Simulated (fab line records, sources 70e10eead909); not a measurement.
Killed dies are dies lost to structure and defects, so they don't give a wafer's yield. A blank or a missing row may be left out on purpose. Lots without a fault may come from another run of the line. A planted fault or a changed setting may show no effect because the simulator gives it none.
A struck lot beside a sound one | flow nand_harc | 24 steps out of a route of 1302
Sound: wafers L499.1, L499.2, L499.3. Struck: wafers L504.1, L504.4, L504.6. The cause comes at the end.
At each step with rows: each side's tool, then ch and its chambers, then its first start. Under that, the readings that differ: sound wafers | struck wafers | difference of the means | sigmas: that difference in standard deviations of wafers without a fault.
alike: readings whose means differ by less than 2 such deviations, and words and numbers that are the same on both sides. not compared: withheld readings, readings that some wafer has no value for, bounds like >300 that may hide the same value, and numbers for which the record gives no deviation and whose values overlap.
The two part at a step that has a row with sigmas, a row that says differs or no value, or rows on one side only. Numbers that don't overlap but have no deviation are shown without sigmas and don't part them. A reading that every wafer of one side lacks parts them only if that side has two wafers or more.

NHARC_P_M0_INSPECT_27:
  sound on defect_inspect-01, day 11 04:39; struck on defect_inspect-02, day 13 06:44
  alike: raw_defect_count
NHARC_P_M0_PRE_CLEAN_31: time 12 s.
  sound on pecvd-01 ch 0,1,2, day 11 04:43; struck on pecvd-03 ch 1,2, day 13 06:49
  alike: heater_power_w
NHARC_P_M0_DEP_32: deposits SiCN, target thk 30 nm.
  sound on pecvd-01 ch 0,1,2, day 11 04:48; struck on pecvd-03 ch 1,2, day 13 06:56
  alike: heater_power_w
then, 8 steps without rows for these wafers: NHARC_P_M1_DEP_00 (deposits SiOC, target thk 182.5 nm); NHARC_P_M1_DEHYDRATE_01 (time 120 s); NHARC_P_M1_HMDS_02 (time 30 s); NHARC_P_M1_COAT_34 (time 65 s); NHARC_P_M1_COAT_03 (resist thk 90 nm); NHARC_P_M1_SOFTBAKE_04 (time 55 s); NHARC_P_M1_EBR_05; NHARC_P_M1_EXPOSE_06 (exposes mask P M1, target cd 130 nm).
NHARC_P_M1_PEB_07: peb time 65 s.
  sound on litho_track-06 ch 0, day 11 05:57; struck on litho_track-06 ch 0, day 13 07:55
  reading                  | sound                | struck            | difference | sigmas
  heater_power_total_W (W) | 156.4 156.7 157.2    | 151.9 151.6 150.9 | -5.3       | -12
  plate_temp_C (C)         | 100.10 100.11 100.08 | 97.56 97.62 97.54 | -2.52      | -21
then, 1 step without rows for these wafers: NHARC_P_M1_DEVELOP_08 (develop time 35 s).
NHARC_P_M1_CD_MEAS_09: target cd 130 nm.
  sound on cd_sem-01 ch 0, day 11 06:02; struck on cd_sem-03 ch 0, day 13 08:00
  reading    | sound             | struck            | difference | sigmas
  cd_nm (nm) | 130.2 129.5 130.4 | 120.8 120.0 120.5 | -9.6       | -16
NHARC_P_M1_OVL_MEAS_10: pitch 260 nm.
  sound on overlay-01, day 11 06:07; struck on overlay-01, day 13 08:05
  reading           | sound       | struck         | difference | sigmas
  overlay_y_nm (nm) | 0.5 0.5 0.8 | -0.9 -1.5 -0.9 | -1.7       | -2
  alike: overlay_x_nm
NHARC_P_M1_INSPECT_11:
  sound on defect_inspect-02, day 11 06:09; struck on defect_inspect-01, day 13 08:08
  alike: raw_defect_count
NHARC_P_M1_DESCUM_14: chemistry O2, time 3 s.
  sound on rie_diel-03 ch 1,2,3, day 11 06:13; struck on rie_diel-03 ch 1,2, day 13 08:12
  reading                | sound                | struck               | difference | sigmas
  throttle_valve_pct (%) | 11.301 11.295 11.306 | 11.327 11.332 11.324 | +0.027     | +3
  model.P_M1.cd_nm (nm)  | 129.8 128.9 131.1    | 120.3 119.8 120.7    | -9.7       |
  alike: drypump_motor_current_A, oes_product_au, rf_vpp_V, showerhead_plenum_p_Torr
  not compared: rf_hours_counter_h
NHARC_P_M1_ETCH_35: etches the open film in N2/H2, target depth 40 nm, overetch 12 nm, time 43.94 s.
  sound on rie_diel-03 ch 0,2,3, day 11 06:18; struck on rie_diel-03 ch 1,2,3, day 13 08:16
  alike: drypump_motor_current_A, oes_product_au, rf_vpp_V, showerhead_plenum_p_Torr, throttle_valve_pct
  not compared: rf_hours_counter_h
NHARC_P_M1_ETCH_15: etches the open film in C4F8/Ar, target depth 182.5 nm, time 91.2 s.
  sound on rie_diel-03 ch 0,2,3; struck on rie_diel-03 ch 0,1,3
  alike: oes_product_au, rf_vpp_V
  not compared: rf_hours_counter_h
NHARC_P_M1_CD_MEAS_16:
  sound on cd_sem-03, day 11 06:31; struck on cd_sem-03, day 13 08:29
  reading    | sound             | struck            | difference | sigmas
  cd_nm (nm) | 129.7 129.0 131.5 | 121.3 120.0 120.5 | -9.5       | -12
NHARC_P_M1_STRIP_18: strips in N2/H2.
  sound on rie_diel-08 ch 0,1,2, day 11 06:35; struck on rie_diel-06 ch 0,2,3, day 13 08:35
  alike: drypump_motor_current_A, oes_product_au, rf_vpp_V, showerhead_plenum_p_Torr, throttle_valve_pct
  not compared: rf_hours_counter_h
NHARC_P_M1_ETCH_28: etches the open film in CF4/N2, target depth 30 nm, time 72.99 s.
  sound on rie_diel-08 ch 1,2,3; struck on rie_diel-06 ch 0,1,3
  reading               | sound           | struck          | difference | sigmas
  model.P_M1.cd_nm (nm) | 129.3 128.9 131 | 122.4 120.9 120 | -8.6       |
  alike: drypump_motor_current_A, oes_product_au, rf_vpp_V, showerhead_plenum_p_Torr, throttle_valve_pct
  not compared: rf_hours_counter_h
then, 2 steps without rows for these wafers: NHARC_P_M1_STRIP_19 (strips in post etch residue remover, time 600 s); NHARC_END_SORT_01.

WHERE THEY PART
First at NHARC_P_M1_PEB_07; last, within this record, at NHARC_P_M1_CD_MEAS_16. Later steps at which nothing parts them and some readings are alike: NHARC_P_M1_STRIP_18, NHARC_P_M1_ETCH_28.

WHY: what the simulator had put in
Process parameter drift: litho_track-06, from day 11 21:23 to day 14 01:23, at NHARC_P_M1_PEB_07. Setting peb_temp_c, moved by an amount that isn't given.
